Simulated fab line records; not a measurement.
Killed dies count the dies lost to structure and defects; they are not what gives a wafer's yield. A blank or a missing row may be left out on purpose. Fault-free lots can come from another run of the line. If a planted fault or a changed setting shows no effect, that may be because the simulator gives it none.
fab line records    flow n5-finfet
record lots=6  wafers=18  last-day=17
route steps=1938 shown HKMG_FIN@430 PASSIVATION@1936
lots that met no fault: from a run of the same line without faults
start-h: the number of hours between the record's first day and the start of the first shown wafer of the lot    wait-h: hours since the lot's step before    " same as the row above    L1.1+2: one row covering several wafers at once    - value missing, or start not given    * or withheld: withheld    < > ~ a bound
route shown NAME@n: names a module that has steps shown in the file, with the first one's number in the route    usual: the fault-free wafers' mean and standard deviation    same: alike in all rows    chamber/n: place in a boat    sites: the reading at each site    _std_site: standard deviation of those values    _edge_site: mean of outer sites minus mean of inner sites    radius-mm: how far each site lies from the wafer's centre    mask NAME#n: copy n    behind: the tool/chamber that last shaped the wafer    hold: cause of the lot's hold/its duration in hours/its outcome    device: the n, p or np transistor that did not switch    end of line: tests run on the same wafers once the route is complete    a step with no rows: only its recipe    killed: the dies lost at the first sort to structure and to defects; this is not the yield of the wafer    map: per-die view of a wafer (x killed, . not killed, _ where there is no die)
set.NAME: the setting that was run; set.NAME@STEP: the one run at that earlier step    model.NAME: the simulator's own value behind a step, which no gauge read
certain route steps with their lots: each step a table, each wafer a row
services: the hour from which a tool's chamber was out of use, counted from the record's first day as start-h (under 0 if before that day), plus the number of hours and why
## steps
# step N5_HKMG_FIN_CD_MEAS_12
# recipe target-cd-nm=92.8  landing-energy-ev=500  detector=se-inlens
# usual cd-nm=92.8/0.84
lot.wafer  tool       chamber  start-h  wait-h  cd-nm
L979.1     cd-sem-02  0        73.80    -       92.6
L979.4     "          0        "        "       92.6
L979.6     "          0        "        "       92.4
L984.2     cd-sem-01  0        103.59   -       92.8
L984.3     "          0        "        "       93.9
L984.6     "          0        "        "       94.0
L989.1     cd-sem-02  0        136.37   -       91.7
L989.4     "          0        "        "       92.7
L989.5     "          0        "        "       91.8
L994.3     cd-sem-01  0        164.80   -       92.2
L994.4     "          0        "        "       93.0
L994.5     "          0        "        "       91.6
L997.3     cd-sem-01  0        181.12   -       94.5
L997.4     "          0        "        "       93.8
L997.6     "          0        "        "       94.0
L100.2     cd-sem-01  0        200.01   -       92.4
L100.4     "          0        "        "       91.8
L100.5     "          0        "        "       92.3
# step N5_HKMG_FIN_OVL_MEAS_13
# recipe points-per-wafer=44
# usual NWFM_OVL=-0.4/0.73
lot.wafer  tool        chamber  start-h  wait-h  NWFM_OVL[nm]
L979.1     overlay-02  0        73.83    0.0     -0.1
L979.4     "           0        "        "       0.7
L979.6     "           0        "        "       0.3
L984.2     overlay-02  0        103.62   0.0     -0.3
L984.3     "           0        "        "       -0.8
L984.6     "           0        "        "       -1.6
L989.1     overlay-02  0        136.40   0.0     1.4
L989.4     "           0        "        "       0.7
L989.5     "           0        "        "       -0.1
L994.3     overlay-02  0        164.83   0.0     0.7
L994.4     "           0        "        "       -0.3
L994.5     "           0        "        "       -1.1
L997.3     overlay-02  0        181.15   0.0     -0.8
L997.4     "           0        "        "       -0.5
L997.6     "           0        "        "       0.5
L100.2     overlay-02  0        200.04   0.0     -0.7
L100.4     "           0        "        "       0.5
L100.5     "           0        "        "       0.5
# step N5_HKMG_FIN_INSPECT_14
# recipe mode=adi  inspect-instrument=macro
# usual raw-defect-count=2.0/1.4
lot.wafer  tool               chamber  start-h  wait-h  raw-defect-count
L979.1     defect-inspect-01  -        73.85    0.0     3
L979.4     "                  -        "        "       4
L979.6     "                  -        "        "       3
L984.2     defect-inspect-01  -        103.64   0.0     0
L984.3     "                  -        "        "       0
L984.6     "                  -        "        "       3
L989.1     defect-inspect-02  -        136.42   0.0     1
L989.4     "                  -        "        "       3
L989.5     "                  -        "        "       1
L994.3     defect-inspect-01  -        164.86   0.0     0
L994.4     "                  -        "        "       0
L994.5     "                  -        "        "       5
L997.3     defect-inspect-02  -        181.18   0.0     3
L997.4     "                  -        "        "       4
L997.6     "                  -        "        "       1
L100.2     defect-inspect-02  -        200.07   0.0     1
L100.4     "                  -        "        "       1
L100.5     "                  -        "        "       1
# step N5_HKMG_FIN_DESCUM_17
# recipe chemistry=O2  time-s=7.9  source-power-w=50  bias-power-w=20  pressure-mtorr=20  rf-frequency-hz=2.712e+07  temp-c=40  resist=CAR-ArF  o2-flow-sccm=225
# usual drypump-motor-current-A=5.7/0.3  oes-product-au=0.75/0.055  rf-vpp-V=243.2/1.5  showerhead-plenum-p-Torr=2.10/0.078  throttle-valve-pct=20.48/0.22
lot.wafer  tool         chamber  start-h  wait-h  drypump-motor-current-A  oes-product-au  rf-hours-counter-h  rf-vpp-V  showerhead-plenum-p-Torr  throttle-valve-pct
L979.1     rie-diel-02  3        74.16    0.3     5.6                      0.76            170                 243.2     2.09                      20.84
L979.4     "            3        "        "       5.6                      0.76            -                   244.2     2.09                      20.82
L979.6     "            1        "        "       5.9                      0.74            -                   244.3     2.17                      20.60
L984.2     rie-diel-02  0        103.67   0.0     5.6                      0.71            190                 242.5     2.09                      20.37
L984.3     "            3        "        "       5.6                      0.75            180                 242.8     2.08                      20.87
L984.6     "            2        "        "       5.4                      0.74            -                   242.8     2.06                      20.21
L989.1     rie-diel-02  3        136.69   0.3     5.6                      0.75            193                 243.2     2.08                      20.87
L989.4     "            0        "        "       5.6                      0.71            202                 243.7     2.09                      20.41
L989.5     "            0        "        "       5.6                      0.71            -                   242.8     2.09                      20.40
L994.3     rie-diel-06  3        165.04   0.2     5.2                      0.76            160                 240.5     2.00                      20.20
L994.4     "            1        "        "       5.4                      0.73            198                 243.2     2.09                      20.78
L994.5     "            1        "        "       5.4                      0.74            -                   242.0     2.09                      20.82
L997.3     rie-diel-06  1        181.21   0.0     5.4                      0.73            205                 243.6     2.08                      20.83
L997.4     "            3        "        "       5.2                      0.75            -                   241.1     2.00                      20.22
L997.6     "            1        "        "       5.4                      0.73            -                   243.1     2.08                      20.83
L100.2     rie-diel-02  2        200.10   0.0     5.4                      0.71            233                 241.5     2.05                      20.27
L100.4     "            0        "        "       5.6                      0.68            223                 243.4     2.08                      20.43
L100.5     "            1        "        "       5.9                      0.71            -                   244.4     2.16                      20.68
# step N5_HKMG_FIN_ETCH_31
# recipe chemistry=CF4  target=SiARC  target-depth-a=455  mask-material=CAR-ArF  time-s=75.8  ion-energy-ev=80  pressure-mtorr=40  source-w=545  bias-w=36  Ar_flow_sccm=100  cf4-flow-sccm=100  ends=cleared
# usual cf4-flow-sccm=100.00/0.26  drypump-motor-current-A=5.66/0.3  etch-rf-on-time-s=75.8/1.6  oes-product-au=0.64/0.046  rf-vpp-V=184.1/1.1  showerhead-plenum-p-Torr=2.15/0.068  throttle-valve-pct=15.70/0.2
lot.wafer  tool         chamber  start-h  wait-h  cf4-flow-sccm  drypump-motor-current-A  etch-rf-on-time-s  oes-product-au  rf-hours-counter-h  rf-vpp-V  showerhead-plenum-p-Torr  throttle-valve-pct
L979.1     rie-diel-02  3        74.20    0.0     99.84          5.55                     74.6               0.65            170                 183.9     2.13                      16.03
L979.4     "            3        "        "       100.18         5.57                     74.3               0.66            -                   182.7     2.13                      16.03
L979.6     "            1        "        "       99.74          5.86                     76.3               0.64            -                   185.7     2.22                      15.81
L984.2     rie-diel-02  0        103.71   0.0     100.35         5.58                     79.4               0.60            190                 183.7     2.14                      15.64
L984.3     "            3        "        "       100.29         5.54                     74.7               0.64            180                 183.9     2.13                      16.06
L984.6     "            2        "        "       99.90          5.38                     73.9               0.64            -                   183.2     2.13                      15.61
L989.1     rie-diel-02  3        136.73   0.0     99.96          5.54                     74.0               0.64            193                 184.2     2.13                      16.09
L989.4     "            0        "        "       100.11         5.63                     78.5               0.59            202                 183.1     2.14                      15.67
L989.5     "            0        "        "       100.27         5.57                     78.9               0.59            -                   184.2     2.14                      15.66
L994.3     rie-diel-06  3        165.08   0.0     100.20         5.23                     76.5               0.63            160                 183.5     2.05                      15.40
L994.4     "            1        "        "       99.74          5.42                     77.1               0.62            198                 183.4     2.13                      15.93
L994.5     "            1        "        "       100.08         5.39                     77.6               0.63            -                   184.4     2.13                      15.92
L997.3     rie-diel-06  1        181.24   0.0     99.84          5.45                     77.7               0.62            205                 183.5     2.13                      15.94
L997.4     "            3        "        "       99.48          5.22                     76.1               0.63            -                   182.9     2.05                      15.41
L997.6     "            1        "        "       100.04         5.40                     77.6               0.62            -                   184.0     2.12                      15.96
L100.2     rie-diel-02  2        200.14   0.0     100.33         5.44                     74.0               0.61            233                 183.3     2.12                      15.67
L100.4     "            0        "        "       100.09         5.68                     79.4               0.57            223                 183.7     2.13                      15.70
L100.5     "            1        "        "       100.33         5.85                     76.5               0.62            -                   184.7     2.21                      15.90
# step N5_HKMG_FIN_ETCH_32
# recipe chemistry=N2/H2  target=SOC  target-depth-a=2400  temp-c=40  time-s=300  ion-energy-ev=200  mask-material=SiARC  pressure-mtorr=30  source-w=840  bias-w=150  n2-flow-sccm=200  h2-flow-sccm=200
# usual drypump-motor-current-A=5.7/0.3  oes-product-au=0.75/0.054  rf-vpp-V=523.9/2.4  showerhead-plenum-p-Torr=2.55/0.087  throttle-valve-pct=17.94/0.21
lot.wafer  tool         chamber  start-h  wait-h  drypump-motor-current-A  oes-product-au  rf-hours-counter-h  rf-vpp-V  showerhead-plenum-p-Torr  throttle-valve-pct
L979.1     rie-diel-02  3        74.26    0.0     5.6                      0.76            170                 523.3     2.53                      18.19
L979.4     "            3        "        "       5.6                      0.77            -                   523.2     2.53                      18.18
L979.6     "            1        "        "       5.9                      0.74            -                   526.1     2.64                      18.11
L984.2     rie-diel-02  0        103.77   0.0     5.6                      0.70            190                 523.1     2.52                      17.65
L984.3     "            3        "        "       5.6                      0.76            180                 523.1     2.52                      18.21
L984.6     "            2        "        "       5.4                      0.75            -                   522.8     2.53                      17.79
L989.1     rie-diel-02  3        136.78   0.0     5.6                      0.74            193                 523.1     2.52                      18.23
L989.4     "            0        "        "       5.6                      0.69            202                 522.5     2.51                      17.67
L989.5     "            0        "        "       5.6                      0.68            -                   523.2     2.51                      17.67
L994.3     rie-diel-06  3        165.13   0.0     5.3                      0.75            160                 521.2     2.43                      17.61
L994.4     "            1        "        "       5.4                      0.73            198                 523.0     2.53                      18.22
L994.5     "            1        "        "       5.5                      0.74            -                   523.9     2.53                      18.22
L997.3     rie-diel-06  1        181.30   0.0     5.4                      0.73            205                 522.9     2.53                      18.21
L997.4     "            3        "        "       5.2                      0.74            -                   521.1     2.43                      17.61
L997.6     "            1        "        "       5.4                      0.73            -                   523.3     2.53                      18.22
L100.2     rie-diel-02  2        200.19   0.0     5.4                      0.72            233                 524.1     2.51                      17.84
L100.4     "            0        "        "       5.6                      0.68            223                 522.6     2.50                      17.73
L100.5     "            1        "        "       5.9                      0.72            -                   525.9     2.62                      18.18
# step N5_HKMG_FIN_STRIP_33
# recipe chemistry=N2/H2  temp-c=40  n2-flow-sccm=200  h2-flow-sccm=200  rf-frequency-hz=6e+07
# step N5_HKMG_FIN_STRIP_34
# recipe chemistry=CF4  resist=SiARC  power-w=300  bias-power-w=75  pressure-mtorr=50  cf4-flow-sccm=150  rf-frequency-hz=6e+07
# step N5_HKMG_FIN_ETCH_35
# recipe chemistry=N2/H2  target=SOC  target-depth-a=2158  ion-energy-ev=65  bias-w=5  source-w=3000  time-s=243.4  pressure-mtorr=30  n2-flow-sccm=200  h2-flow-sccm=200
# usual drypump-motor-current-A=5.7/0.3  oes-product-au=0.75/0.053  rf-vpp-V=141.6/1  showerhead-plenum-p-Torr=2.55/0.087  throttle-valve-pct=17.95/0.21
lot.wafer  tool         chamber  start-h  wait-h  drypump-motor-current-A  oes-product-au  rf-hours-counter-h  rf-vpp-V  showerhead-plenum-p-Torr  throttle-valve-pct
L979.1     rie-diel-02  3        74.47    0.0     5.6                      0.76            170                 140.2     2.53                      18.20
L979.4     "            3        "        "       5.6                      0.76            -                   142.4     2.53                      18.21
L979.6     "            1        "        "       5.9                      0.74            -                   142.9     2.64                      18.11
L984.2     rie-diel-02  0        103.98   0.0     5.6                      0.70            190                 142.2     2.52                      17.65
L984.3     "            3        "        "       5.6                      0.76            180                 142.8     2.52                      18.21
L984.6     "            2        "        "       5.4                      0.74            -                   141.4     2.53                      17.79
L989.1     rie-diel-02  3        136.99   0.0     5.6                      0.75            193                 140.2     2.52                      18.24
L989.4     "            0        "        "       5.6                      0.69            202                 140.9     2.51                      17.68
L989.5     "            0        "        "       5.6                      0.69            -                   140.2     2.51                      17.66
L994.3     rie-diel-06  3        165.34   0.0     5.2                      0.74            161                 140.4     2.43                      17.62
L994.4     "            1        "        "       5.4                      0.73            198                 140.5     2.53                      18.22
L994.5     "            1        "        "       5.4                      0.73            -                   142.3     2.53                      18.22
L997.3     rie-diel-06  1        181.51   0.0     5.4                      0.73            206                 140.6     2.53                      18.22
L997.4     "            3        "        "       5.3                      0.73            -                   140.6     2.43                      17.63
L997.6     "            1        "        "       5.4                      0.73            -                   141.4     2.53                      18.22
L100.2     rie-diel-02  2        200.40   0.0     5.4                      0.72            233                 140.8     2.51                      17.86
L100.4     "            0        "        "       5.6                      0.67            223                 141.4     2.50                      17.72
L100.5     "            1        "        "       5.9                      0.72            -                   140.6     2.62                      18.19
# step N5_HKMG_FIN_STRIP_92
# recipe chemistry=N2/H2  material=SOC  time-s=20  power-w=500  temp-c=40  pressure-mtorr=50  rf-frequency-hz=6e+07  bias-power-w=8  h2-frac=0.5  n2-flow-sccm=300  h2-flow-sccm=300
# step N5_HKMG_FIN_WET_ETCH_18
# recipe chemistry=SC1  target=TiN  mix=1:1:5  temp-c=*  time-s=55  target-depth-nm=5.2  dry=ipa-marangoni  rinse-time-s=30  rinse-temp-c=23
# step N5_HKMG_FIN_STRIP_19
# recipe chemistry=N2/H2  power-w=2500  temp-c=300  h2-frac=0.65  time-s=360  pressure-mtorr=withheld  n2-flow-sccm=1750  h2-flow-sccm=3250
# usual drypump-motor-current-A=5.7/0.52  heater-power-w=492/14
lot.wafer  tool             chamber  start-h  wait-h  drypump-motor-current-A  heater-power-w  rf-hours-counter-h
L979.1     plasma-asher-02  1        74.77    0.0     5.2                      503             35
L979.4     "                1        "        "       5.2                      490             -
L979.6     "                0        "        "       5.2                      489             -
L984.2     plasma-asher-02  0        104.27   0.0     5.3                      505             41
L984.3     "                1        "        "       5.2                      497             -
L984.6     "                0        "        "       5.3                      485             -
L989.1     plasma-asher-02  0        137.29   0.0     5.3                      503             46
L989.4     "                0        "        "       5.2                      503             -
L989.5     "                1        "        "       5.2                      519             -
L994.3     plasma-asher-01  0        165.76   0.1     6.4                      476             -
L994.4     "                1        "        "       6.0                      482             -
L994.5     "                1        "        "       6.0                      497             -
L997.3     plasma-asher-01  1        181.93   0.1     6.0                      481             -
L997.4     "                0        "        "       6.4                      468             -
L997.6     "                1        "        "       6.0                      493             -
L100.2     plasma-asher-01  0        200.70   0.0     6.4                      474             114
L100.4     "                0        "        "       6.4                      466             -
L100.5     "                1        "        "       6.0                      498             -
# step N5_HKMG_FIN_ALD_91
# recipe material=TiN  target-thk-a=10  temp-c=400  ald-precursor-family=TiCl4  ald-co-reactant=NH3  pulse-time-s=1  purge-time-s=3  co-reactant-purge-time-s=2  co-reactant-pulse-time-s=2  ald-cycles=47  pressure-torr=3
# usual co-reactant-pulse-time-s=2/0  heater-power-w=864/90  precursor-pulse-height-rel=1.002/0.02
# same pulse-time-s=1  purge-time-s=3
lot.wafer  tool          chamber  start-h  wait-h  co-reactant-pulse-time-s  heater-power-w  precursor-pulse-height-rel
L979.1     ald-metal-03  0        75.15    0.3     2                         875             0.993
L979.4     "             1        "        "       2                         876             0.999
L979.6     "             0        "        "       2                         872             1.004
L984.2     ald-metal-04  1        104.65   0.3     2                         898             0.997
L984.3     "             0        "        "       2                         1012            1.016
L984.6     "             1        "        "       2                         889             0.983
L989.1     ald-metal-03  0        137.67   0.3     2                         878             0.969
L989.4     "             3        "        "       2                         944             1.009
L989.5     "             1        "        "       1.4835                    858             0.966
L994.3     ald-metal-03  1        166.02   0.1     1.4835                    843             1.018
L994.4     "             3        "        "       2                         971             0.980
L994.5     "             0        "        "       2                         865             0.995
L997.3     ald-metal-01  2        182.19   0.1     2                         877             0.975
L997.4     "             1        "        "       2                         881             0.988
L997.6     "             0        "        "       2                         975             1.028
L100.2     ald-metal-01  2        201.08   0.3     2                         873             0.992
L100.4     "             1        "        "       2                         891             1.012
L100.5     "             1        "        "       2                         866             0.973
# step N5_HKMG_FIN_COAT_85
# recipe resist=SOC  temp-c=250  time-s=60  spin-rpm=1500  resist-thk-nm=300
# step N5_PASSIVATION_PROBE_49
# usual killed_at_M0_to_M3=34/12  killed_at_M4_up=12/4.9  killed-at-contacts=13/7.2  killed-at-front-end=39/12  killed-at-other=3.7/2.9  killed-dies=101/18  killed-open=67/14  killed-short=33/7.2
# same gross-dies=1180  killed-at-back-side=0
lot.wafer  tool       chamber  start-h  wait-h  killed_at_M0_to_M3  killed_at_M4_up  killed-at-contacts  killed-at-front-end  killed-at-other  killed-dies  killed-open  killed-short
L979.1     prober-01  -        282.27   0.0     40                  8                17                  27                   2                94           67           25
L979.4     prober-01  -        282.42   0.2     43                  6                14                  41                   3                107          70           36
L979.6     prober-01  -        282.52   0.3     58                  5                9                   21                   2                95           65           28
L989.1     prober-01  -        339.01   0.0     40                  14               25                  48                   11               138          93           45
L989.4     prober-01  -        339.16   0.2     30                  10               3                   63                   4                110          71           35
L989.5     prober-01  -        339.21   0.2     29                  16               13                  43                   9                110          69           41
L994.3     prober-01  -        373.81   0.1     28                  6                6                   73                   3                116          76           40
L994.4     prober-01  -        373.86   0.2     33                  23               8                   44                   3                111          75           36
L994.5     prober-01  -        373.91   0.2     38                  16               13                  43                   4                114          70           44
L997.3     prober-02  -        398.09   0.7     24                  16               20                  34                   4                98           65           33
L997.4     prober-02  -        398.14   0.7     22                  22               13                  24                   9                90           60           28
L997.6     prober-02  -        398.24   0.8     38                  11               13                  27                   5                94           53           40
# killed by level:class
L979.1 BEOL_M2:geometric-particle:open=16 MOL_CONTACT_COAG:geometric-particle:open=13 BEOL_M3:geometric-particle:open=6 STI_FIN_REVEAL:geometric-particle:open=5 MOL_CONTACT_COAG:geometric-particle:short=4 BEOL_M0:geometric-particle:open=4 STARTING-WAFER:geometric-particle:short=4 STARTING-WAFER:geometric-particle:open=4
L979.4 BEOL_M2:geometric-particle:open=16 BEOL_M3:geometric-particle:open=12 MOL_CONTACT_COAG:geometric-particle:open=11 FIN_SAQP:geometric-particle:short=10 FIN_SAQP:geometric-particle:open=9 STI_FIN_REVEAL:geometric-particle:open=4 BEOL_M2:geometric-particle:short=4 DUMMY_GATE:geometric-particle:open=3
L979.6 BEOL_M1:geometric-particle:open=11 BEOL_M2:geometric-particle:open=11 BEOL_M3:geometric-particle:open=8 BEOL_M0_SAQP:geometric-particle:open=7 BEOL_M0_SAQP:geometric-particle:short=7 MOL_CONTACT_COAG:geometric-particle:open=6 BEOL_M2:geometric-particle:short=5 STI_FIN_REVEAL:geometric-particle:open=4
L989.1 MOL_CONTACT_COAG:geometric-particle:open=17 BEOL_M0_SAQP:geometric-particle:open=16 BEOL_M0_SAQP:geometric-particle:short=13 FIN_SAQP:geometric-particle:open=9 DUMMY_GATE:geometric-particle:open=9 BEOL_M4:geometric-particle:open=9 MOL_CONTACT_COAG:geometric-particle:short=8 STI_FIN_REVEAL:geometric-particle:open=6
L989.4 FIN_SAQP:geometric-particle:short=15 FIN_SAQP:geometric-particle:open=13 BEOL_M0_SAQP:geometric-particle:open=8 GATE_CUT:geometric-particle:open=7 ILD0:geometric-particle:open=5 GATE_CUT:geometric-particle:short=5 BEOL_M0_SAQP:geometric-particle:short=5 BEOL_M1:geometric-particle:open=5
L989.5 MOL_CONTACT_COAG:geometric-particle:open=12 STI_FIN_REVEAL:geometric-particle:open=10 FIN_SAQP:geometric-particle:short=7 BEOL_M0_SAQP:geometric-particle:open=7 BEOL_M3:geometric-particle:open=6 FIN_SAQP:geometric-particle:open=5 BEOL_M0_SAQP:geometric-particle:short=5 BEOL_M1:geometric-particle:open=5
L994.3 FIN_SAQP:geometric-particle:short=25 FIN_SAQP:geometric-particle:open=19 BEOL_M2:geometric-particle:open=11 STI_FIN_REVEAL:geometric-particle:open=8 MOL_CONTACT_COAG:geometric-particle:open=6 GATE_CUT:geometric-particle:open=6 GATE_CUT:geometric-particle:short=5 BEOL_M4:geometric-particle:open=5
L994.4 BEOL_M2:geometric-particle:open=16 BEOL_M4:geometric-particle:open=15 FIN_SAQP:geometric-particle:open=12 FIN_SAQP:geometric-particle:short=8 MOL_CONTACT_COAG:geometric-particle:open=7 GATE_CUT:geometric-particle:short=6 BEOL_M0_SAQP:geometric-particle:open=6 GATE_CUT:geometric-particle:open=5
L994.5 BEOL_M4:geometric-particle:open=10 FIN_SAQP:geometric-particle:short=9 MOL_CONTACT_COAG:geometric-particle:open=9 FIN_SAQP:geometric-particle:open=8 BEOL_M2:geometric-particle:open=8 DUMMY_GATE:geometric-particle:open=7 BEOL_M0_SAQP:geometric-particle:open=7 BEOL_M0_SAQP:geometric-particle:short=7
L997.3 MOL_CONTACT_COAG:geometric-particle:open=14 GATE_CUT:geometric-particle:open=8 FIN_SAQP:geometric-particle:open=7 GATE_CUT:geometric-particle:short=7 BEOL_M4:geometric-particle:open=7 FIN_SAQP:geometric-particle:short=6 MOL_CONTACT_COAG:geometric-particle:short=6 BEOL_M0_SAQP:geometric-particle:open=5
L997.4 BEOL_M4:geometric-particle:open=14 MOL_CONTACT_COAG:geometric-particle:open=9 BEOL_M2:geometric-particle:open=7 PASS1_CAP:geometric-particle:short=6 STI_FIN_REVEAL:geometric-particle:open=4 MOL_CONTACT_COAG:geometric-particle:short=4 BEOL_M1:geometric-particle:open=4 BEOL_M3:geometric-particle:open=4
L997.6 BEOL_M0_SAQP:geometric-particle:open=10 MOL_CONTACT_COAG:geometric-particle:open=9 BEOL_M0_SAQP:geometric-particle:short=9 BEOL_M2:geometric-particle:short=6 BEOL_M1:geometric-particle:open=5 STI_FIN_REVEAL:geometric-particle:open=4 MOL_CONTACT_COAG:geometric-particle:short=4 BEOL_M3:geometric-particle:open=4
## services
tool             chamber  start-h  hours  kind
rie-diel-02      -        58.78    1.6    repair
rie-diel-02      2        69.19    10.5   repair
ald-metal-04     0        71.63    3.2    repair
rie-diel-06      3        119.33   22.6   repair
ald-metal-01     -        129.77   2.8    pm
rie-diel-02      1        146.47   3.9    repair
ald-metal-04     1        148.48   2.5    repair
plasma-asher-02  -        148.95   4.9    repair
ald-metal-01     0        152.00   28.8   repair
rie-diel-06      2        165.55   -      clean
rie-diel-06      2        165.55   -      consumable-replace:focus-ring
rie-diel-06      2        165.55   -      consumable-replace:showerhead
rie-diel-06      2        165.55   25.6   scheduled-down
rie-diel-06      2        165.55   25.6   vent-cycle
rie-diel-02      3        185.18   6.4    repair
plasma-asher-01  -        189.66   1.4    repair
ald-metal-01     -        190.92   8.7    pm
## key
first-sign step=N5_HKMG_FIN_ALD_91  reading=co-reactant-pulse-time-s  direction=down  sigmas=99+  usual=*  struck=*
effect none on later readings
met-at N5_HKMG_FIN_ALD_91
struck-wafers L989.5,L994.3
tester-left-out L989,L994
onset-between 75.15 137.67
fault kind=process-parameter-drift  tool=ald-metal-03  chamber=1  onset-h=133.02  steps=N5_HKMG_FIN_ALD_91  channel=co-reactant-pulse-time-s  offset=*  shape=step  end-h=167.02  acts-in=*  stated=*
# tester-left-out: of these lots the tester's yield and bins aren't shown, on N5 and GAA mostly nor the transistor test; their killed dies are dies lost to structure and defects alone, not to doping, threshold or leakage, so they don't give the yield
